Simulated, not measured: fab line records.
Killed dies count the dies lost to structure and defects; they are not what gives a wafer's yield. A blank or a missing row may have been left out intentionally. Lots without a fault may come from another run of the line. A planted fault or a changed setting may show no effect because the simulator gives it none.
Chamber matching ; flow n5_finfet ; N5_BEOL_M6_ILD_DEP_00 on pecvd-04: 3 sister chambers
The step deposits SiCOH lowk from DEMS/porogen, target thk 179.75 nm, time 33.4 s. 16 wafers are shown with their chamber, then 7 later ones without.

## EACH WAFER AND ITS CHAMBER
wafer;chamber;throttle_valve_pct (%);heater_power_w (W);showerhead_plenum_p_Torr (Torr)
L270.1;2;12.8;371;5.741
L270.4;1;14.4;297;5.723
L270.5;2;13.2;371;5.757
L271.1;0;14.3;377;5.734
L271.2;2;13.2;347;5.746
L271.4;1;14.4;271;5.706
L274.2;0;14.3;400;5.751
L274.4;1;14.2;279;5.725
L274.5;0;14.3;411;5.750
L280.1;1;14.4;304;5.715
L280.5;0;14.4;372;5.741
L282.1;1;14.3;249;5.724
L282.3;0;14.5;420;5.758
L282.5;1;14.4;268;5.714
L284.1;1;14.3;247;5.729
L284.2;0;14.3;330;5.749

SIGNATURES (means of the wafers above)
reading;chamber 0;chamber 1;chamber 2;scatter within a chamber
throttle_valve_pct;14.350;14.343;13.067;0.117
heater_power_w;385.00;273.57;363.00;25.7
showerhead_plenum_p_Torr;5.74717;5.71943;5.74800;0.0082
Rule: a wafer's distance from a chamber is the root of the sum, over the readings, of the square of ((its reading less the chamber's mean) divided by the reading's scatter). If the next closest chamber is less than 2 further off than the closest, the wafer can't be placed; otherwise it belongs to the closest. The scatter: take each reading less its chamber's mean, square it, sum over the shown wafers, divide by the number of wafers less the number of chambers, and take the root.

## WAFERS WITHOUT THEIR CHAMBER
wafer;throttle_valve_pct (%);heater_power_w (W);showerhead_plenum_p_Torr (Torr)
L284.5;14.4;252;5.712
L285.3;14.6;252;5.739
L285.5;14.5;404;5.737
L285.6;14.1;256;5.714
L291.3;14.3;307;5.734
L291.4;14.5;410;5.741
L291.5;13.1;364;5.772

## WHICH CHAMBER EACH WENT THROUGH
wafer;from the rows above;in truth
L284.5;1;1
L285.3;1;1
L285.5;0;0
L285.6;1;1
L291.3;can't be placed: 1 or 0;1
L291.4;0;0
L291.5;2;2
Correct placement for 6 of the 7. From these rows, 1 cannot be placed; in 1 the true chamber is one of the candidates. Placed wrongly: 0.
